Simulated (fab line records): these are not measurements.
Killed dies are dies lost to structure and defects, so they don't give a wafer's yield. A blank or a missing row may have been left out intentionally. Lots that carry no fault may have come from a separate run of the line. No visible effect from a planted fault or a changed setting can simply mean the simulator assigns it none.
Which tool is to blame?    flow n5_finfet    Sampling: 24 lots, 72 wafers, 3 of 1938 route steps

== WHAT THE GAUGES READ, wafer by wafer ==
N5_BEOL_M0_CUTY_CD_MEAS_57: target cd 200 nm. Usual: 200.2 nm for cd_nm, sd 0.96.
lot   measured      on         cd_nm (nm)         flag
L074  day 5 18:33   cd_sem-03  200.9 201.0 201.0  
L075  day 6 01:23   cd_sem-03  199.6 198.7 198.9  
L076  day 6 06:26   cd_sem-01  200.1 200.5 200.0  
L077  day 6 12:47   cd_sem-01  200.4 199.6 200.7  
L078  day 6 17:17   cd_sem-01  199.2 199.6 200.7  
L079  day 7 02:22   cd_sem-01  199.0 200.3 200.0  
L080  day 7 05:58   cd_sem-03  200.2 199.2 199.7  
L081  day 7 13:54   cd_sem-01  200.1 202.0 201.4  
L082  day 7 17:02   cd_sem-01  199.9 200.4 199.1  
L083  day 8 04:08   cd_sem-03  200.8 199.8 199.8  
L084  day 8 08:29   cd_sem-01  201.2 200.9 200.4  
L085  day 8 11:45   cd_sem-01  201.0 200.5 201.2  
L086  day 8 19:22   cd_sem-01  201.5 202.0 202.0  
L087  day 9 00:42   cd_sem-01  200.2 200.9 201.7  
L088  day 9 05:10   cd_sem-01  200.7 200.1 199.4  
L089  day 9 12:23   cd_sem-02  200.8 200.5 201.3  
L090  day 10 03:40  cd_sem-03  200.5 201.1 201.1  
L091  day 10 05:02  cd_sem-02  200.3 199.2 200.6  
L092  day 10 09:20  cd_sem-01  197.7 199.1 196.5  
L093  day 10 16:41  cd_sem-01  200.3 199.5 198.5  
L094  day 10 21:08  cd_sem-02  199.7 198.2 199.4  
L095  day 11 02:29  cd_sem-01  199.5 199.1 199.0  
L096  day 11 13:31  cd_sem-01  201.5 199.2 200.2  
L097  day 11 20:39  cd_sem-01  201.2 200.1 200.3  

N5_BEOL_M0_CUTY_OVL_MEAS_58. Usual: for M0_ABLK_OVL the level is -0.5 nm and the standard deviation is 0.81.
lot   measured      on          M0_ABLK_OVL (nm)  flag
L074  day 5 18:35   overlay-01  -1.2 -1.2 -2.0    
L075  day 6 01:25   overlay-01  -0.1 -0.8 -1.3    
L076  day 6 06:28   overlay-01  -0.6 -0.1 -0.5    
L077  day 6 12:49   overlay-01  0.7 0.7 0.5       
L078  day 6 17:21   overlay-01  -1.6 -2.9 -1.7    
L079  day 7 02:24   overlay-01  -1.6 -0.6 -1.3    
L080  day 7 06:00   overlay-02  0.1 -0.4 -0.8     
L081  day 7 13:56   overlay-02  -0.3 1.5 -0.4     
L082  day 7 17:04   overlay-01  0.8 0.2 -0.4      
L083  day 8 04:10   overlay-01  -0.9 -1.1 -0.6    
L084  day 8 08:31   overlay-02  -1.1 -0.7 -0.4    
L085  day 8 11:47   overlay-01  -0.6 0.8 0.1      
L086  day 8 19:23   overlay-01  -0.5 -1.7 0.3     
L087  day 9 00:43   overlay-02  -0.1 1.1 1.6      
L088  day 9 05:12   overlay-01  -0.8 -0.5 1.0     
L089  day 9 12:25   overlay-01  -0.7 -0.9 -0.4    
L090  day 10 03:42  overlay-02  -0.8 -1.0 -1.4    
L091  day 10 05:04  overlay-02  -0.4 -0.5 -0.3    
L092  day 10 09:22  overlay-02  -0.6 -1.4 -2.1    
L093  day 10 16:43  overlay-01  -0.6 1.1 0.3      
L094  day 10 21:10  overlay-01  -0.4 0.1 -0.5     
L095  day 11 02:31  overlay-02  -1.6 -0.7 -1.5    
L096  day 11 13:33  overlay-01  -1.7 -0.5 -0.3    
L097  day 11 20:41  overlay-01  0.3 -0.6 0.0      

== TOOL THAT RAN EACH LOT (tool first, then ch and the chambers of the sampled wafers, then the start) ==
lot   N5_BEOL_M0_SAQP_ALD_48
L074  ald_sin-01 ch 0,1,3, day 5 17:32
L075  ald_sin-03 ch 2,3, day 6 00:22
L076  ald_sin-04 ch 1,2, day 6 05:32
L077  ald_sin-01 ch 2,3, day 6 11:53
L078  ald_sin-03 ch 0,1, day 6 16:16
L079  ald_sin-03 ch 0,3, day 7 01:21
L080  ald_sin-03 ch 1,2,3, day 7 04:57
L081  ald_sin-04 ch 0,1, day 7 13:00
L082  ald_sin-01 ch 0,3, day 7 16:01
L083  ald_sin-01 ch 1,2, day 8 03:08
L084  ald_sin-01 ch 0,1,2, day 8 07:26
L085  ald_sin-01 ch 0,2, day 8 10:44
L086  ald_sin-03 ch 1,2,3, day 8 18:19
L087  ald_sin-04 ch 2,3, day 8 23:41
L088  ald_sin-04 ch 1,3, day 9 04:10
L089  ald_sin-01 ch 0,1,3, day 9 11:22
L090  ald_sin-01 ch 0,3, day 10 02:39
L091  ald_sin-03 ch 0,1,2, day 10 04:00
L092  ald_sin-03 ch 1,2,3, day 10 08:19
L093  ald_sin-03 ch 1,2,3, day 10 15:40
L094  ald_sin-01 ch 0,1, day 10 20:07
L095  ald_sin-01 ch 2,3, day 11 01:24
L096  ald_sin-01 ch 0,1,2, day 11 12:30
L097  ald_sin-01 ch 1,3, day 11 19:46
- N5_BEOL_M0_SAQP_ALD_48: deposits SiO2, target thk 20 nm, pulse time 1 s, co reactant pulse time 1 s.

== AS READ BY THE TOOLS THEMSELVES (means over the sampled wafers that have a number; for cases with no such wafer, the mark the record gives instead) ==
N5_BEOL_M0_SAQP_ALD_48. Usual: heater_power_w 78 W, standard deviation 6.9; precursor_pulse_height_rel 1.002, standard deviation 0.022.
lot   tool        heater_power_w (W)  precursor_pulse_height_rel  flag
L074  ald_sin-01  78                  0.988                       
L075  ald_sin-03  86                  1.000                       
L076  ald_sin-04  66                  1.017                       
L077  ald_sin-01  81                  1.008                       
L078  ald_sin-03  81                  1.031                       
L079  ald_sin-03  81                  1.000                       
L080  ald_sin-03  83                  1.012                       
L081  ald_sin-04  70                  0.999                       
L082  ald_sin-01  83                  0.986                       
L083  ald_sin-01  71                  0.996                       
L084  ald_sin-01  74                  0.994                       
L085  ald_sin-01  75                  0.995                       
L086  ald_sin-03  83                  0.984                       
L087  ald_sin-04  70                  1.019                       
L088  ald_sin-04  69                  1.003                       
L089  ald_sin-01  80                  1.010                       
L090  ald_sin-01  81                  0.982                       
L091  ald_sin-03  83                  0.996                       
L092  ald_sin-03  83                  1.010                       
L093  ald_sin-03  84                  0.993                       
L094  ald_sin-01  75                  0.985                       
L095  ald_sin-01  81                  1.026                       
L096  ald_sin-01  74                  1.006                       
L097  ald_sin-01  84                  1.004                       

== THE ANSWER, worked out from the rows above alone ==
Rule: a lot counts as off when the mean over its wafers that have a number is more than 3 standard deviations away from the usual mean. Also off: a lot with no number at a reading for which 4 or more lots have one. Where the step has rows for the other lots, those lots are counted as sound. First the gauges in route order, then the tools' own readings, where a lot's mean is used as printed above. At the first step where some lot is off, the reading lying furthest off is the one used; lots without a number count as furthest.
No lot is off on any of the readings shown, so nothing can be concluded from this.

== WHAT THE SIMULATOR PUT IN ==
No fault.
